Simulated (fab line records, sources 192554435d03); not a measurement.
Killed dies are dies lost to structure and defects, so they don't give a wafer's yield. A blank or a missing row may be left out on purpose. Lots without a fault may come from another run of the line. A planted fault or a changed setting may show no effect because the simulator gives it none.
Problem report in the 8D (eight disciplines) form, filled by code | flow n5_finfet | the parts of the form that need people (team, actions taken, sign-off) are left out

1. THE PROBLEM
V0_OVL at N5_BEOL_M1_OVL_MEAS_29 reads a mean of 13.3 nm on 6 wafers of 2 lots; wafers without a fault read -0.1 nm with a standard deviation of 0.67. That is +20 standard deviations from the usual mean.
First seen on wafer L744.1, day 7 19:23, on overlay-02. The record holds 27 wafers of 9 lots with a number at this step. Rule for "out", or "out of limits": more than 4 standard deviations from the usual mean. The other wafers with a number count as sound.

2. WHAT IT IS AND WHAT IT IS NOT
question                    | is                     | is not
which readings at this step | V0_OVL                 | -
which lots                  | L744, L745             | L737, L738, L742, L747, L756, L757, L759
which wafers of those lots  | all that have a number | -
read on which gauges        | overlay-01, overlay-02 | -
when                        | from day 7 19:23       | up to then (9 sound wafers); but 12 sound wafers of L747, L756, L757, L759 came after

3. SUSPECTS, AND WHAT RULES EACH OUT
Counting: a tool at a process step up to the reading stays a suspect if it ran every lot that is out and no sound lot after the first of them.
- the gauge at N5_BEOL_M1_OVL_MEAS_29: ruled out. The wafers that are out were read on 2 gauges (overlay-01, overlay-02).
- rie_diel-01 at N5_BEOL_M1_DESCUM_16 (chemistry O2, time 7 s): ruled out as a lasting fault. Sound lots L759 ran on it after its first lot that is out, L744 (day 7 18:37).
- euv_scanner-01 at N5_BEOL_M1_EXPOSE_25 (exposes mask V0, defocus 5 nm, target cd 24 nm): kept. It ran every lot that is out, first L744 (day 7 19:13), and no sound lot after that; its last sound lot up to then is L742 (day 7 11:01).
Left after counting: euv_scanner-01 at N5_BEOL_M1_EXPOSE_25.

4. THE CAUSE (what the simulator had put in)
Scanner matching overlay: euv_scanner-01, from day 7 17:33 on, at N5_BEOL_M1_EXPOSE_25. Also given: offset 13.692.
Counting left only this tool.

5. THE CHAIN OF EFFECTS, in route order
Each row: a reading whose mean over the struck wafers that have a number lies more than 3 standard deviations from the usual. Only readings for which the record gives a usual standard deviation are gone through. hours: the time from each lot's start at the first step in this table that gives one to its start at this step, as a median over the lots. sigmas: the change in usual standard deviations.
hours | step                    | reading              | usual   | on struck wafers | change | sigmas
0     | N5_BEOL_M1_OVL_MEAS_29  | V0_OVL               | -0.1 nm | 13.3             | +13.4  | +20
176   | N5_PASSIVATION_PROBE_49 | defect_limited_yield | 91.6 %  | 0.0              | -91.6  | -65
176   | N5_PASSIVATION_PROBE_49 | killed_at_M0_to_M3   | 33      | 1110             | +1077  | +99 or more
176   | N5_PASSIVATION_PROBE_49 | killed_dies          | 99      | 1180             | +1081  | +68
176   | N5_PASSIVATION_PROBE_49 | killed_on_rim        | 13      | 152              | +139   | +33
176   | N5_PASSIVATION_PROBE_49 | sort_bin_5_function  | 4.9 %   | 51.3             | +46.4  | +52
176   | N5_PASSIVATION_PROBE_49 | sort_n_pass          | 1081    | 0                | -1081  | -64
176   | N5_PASSIVATION_PROBE_49 | sort_yield_pct       | 91.6 %  | 0.0              | -91.6  | -65
The process steps in it:
- N5_PASSIVATION_PROBE_49
Later measuring or inspecting steps at which every struck wafer that the step has a row for has a number for every such reading, and none has moved that far: N5_BEOL_M4_RC_MEAS_101.

6. WHAT WOULD HAVE CAUGHT IT SOONER
In this record the first reading out of limits at a measuring or inspecting step was taken at day 7 19:23, 2 hours after the fault began at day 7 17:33.
Of the tool readings at N5_BEOL_M1_EXPOSE_25 for which the record gives a usual standard deviation, none was out on any struck wafer, so an alarm limit of 4 standard deviations on them would not have fired.
Of the lots that are out (2), L745 began N5_BEOL_M1_EXPOSE_25 on euv_scanner-01 after day 7 19:23. A hold on the tool at that time would have spared it.
